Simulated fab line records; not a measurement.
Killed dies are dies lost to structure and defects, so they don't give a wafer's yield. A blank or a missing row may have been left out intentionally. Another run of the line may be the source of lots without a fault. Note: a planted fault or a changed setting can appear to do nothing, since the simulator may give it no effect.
A struck lot beside a sound one + flow nand-harc + 12 out of 1302 route steps
Sound: wafers L993.1, L993.3, L993.4. Struck: wafer L102.4. (L102.5 of the same lot was not struck and is left out.) The cause comes at the end.
Each step with rows lists, per side, the tool, then ch with its chambers, then its first start. Under that, the readings that differ: sound wafers + struck wafers + difference of the means + sigmas: that difference in standard deviations of wafers without a fault.
alike: words and numbers the same on both sides, and readings whose means are apart by under 2 such deviations; not compared: readings that were withheld, readings missing a value for some wafer, numbers with overlapping values and no deviation given by the record, and bounds like >300 which may hide the same value.
A row with sigmas, a row that says differs or no value, or rows on one side alone: a step with any of these is where the two part. Numbers that don't overlap but have no deviation are shown without sigmas and don't part them. Lack of a reading on every wafer of one side parts them only where that side has two or more wafers.

NHARC_A_SLIT_ETCH_29: etches the open film in CF4/O2, target depth 100 nm, overetch 10 nm, time 55 s.
  sound on rie-diel-08 ch 0,2,3, day 21 11:45; struck on rie-diel-01 ch 3, day 24 16:00
| reading                | sound       | struck | difference | sigmas |
|------------------------|-------------|--------|------------|--------|
| rf-hours-counter-h (h) | 5.3 6.4 7.5 | 0.0    | -6.4       |        |
  alike: drypump-motor-current-A, oes-product-au, rf-vpp-V, showerhead-plenum-p-Torr, throttle-valve-pct
NHARC_A_SLIT_STRIP_18: strips in O2.
  sound on rie-diel-08 ch 0,1,3; struck on rie-diel-01 ch 3
| reading                | sound       | struck | difference | sigmas |
|------------------------|-------------|--------|------------|--------|
| rf-hours-counter-h (h) | 7.4 5.4 6.4 | 0.0    | -6.4       |        |
  alike: drypump-motor-current-A, oes-product-au, rf-vpp-V, showerhead-plenum-p-Torr, throttle-valve-pct
then, 2 steps without rows for these wafers: NHARC_A_SLIT_PRECLEAN_19 (cleans in SC1); NHARC_A_SLIT_SRD_20.
NHARC_A_SLIT_CD_MEAS_21:
  struck on cd-sem-02, day 24 16:31; sound on cd-sem-03, day 21 12:19
  alike: cd-nm
then, 3 steps without rows for these wafers: NHARC_A_SIN_REMOVE_WET_00 (chemistry H3PO4, time 15300 s); NHARC_A_SIN_REMOVE_PRECLEAN_01 (cleans in SC1); NHARC_A_SIN_REMOVE_SRD_02.
NHARC_A_SIN_REMOVE_INSPECT_04:
  struck on defect-inspect-01, day 24 23:11; sound on defect-inspect-02, day 21 19:01
  alike: raw-defect-count
NHARC_A_WL_FILL_ALD_00: deposits Al2O3, target thk 3 nm, pulse time 3 s, ald cycles 30.
  sound on ald-hk-01 ch 0,1,3, day 21 19:04; struck on ald-hk-01 ch 1, day 24 23:14
  alike: heater-power-w, precursor-pulse-height-rel
  not compared: ald-cycles
NHARC_A_WL_FILL_RTA_01: time 5 s.
  sound on rtp-anneal-01 ch 0, day 21 19:20; struck on rtp-anneal-02 ch 0, day 24 23:35
| reading            | sound          | struck | difference | sigmas |
|--------------------|----------------|--------|------------|--------|
| lamp-power-pct (%) | 31.0 31.0 30.9 | 29.5   | -1.5       | -2     |
  alike: wafer_temp_C_max
NHARC_A_WL_FILL_ALD_02: deposits TiN, target thk 2 nm, pulse time 3 s, ald cycles 100.
  sound on ald-metal-02 ch 0,1,2, day 21 19:33; struck on ald-metal-01 ch 3, day 24 23:48
| reading    | sound       | struck | difference | sigmas |
|------------|-------------|--------|------------|--------|
| ald-cycles | 100 100 100 | 80     | -20        |        |
  alike: heater-power-w, precursor-pulse-height-rel

## WHERE THEY PART
Only at NHARC_A_WL_FILL_RTA_01, within this record. Later steps at which nothing parts them and some readings are alike: NHARC_A_WL_FILL_ALD_02.

WHY: the cause the simulator had injected
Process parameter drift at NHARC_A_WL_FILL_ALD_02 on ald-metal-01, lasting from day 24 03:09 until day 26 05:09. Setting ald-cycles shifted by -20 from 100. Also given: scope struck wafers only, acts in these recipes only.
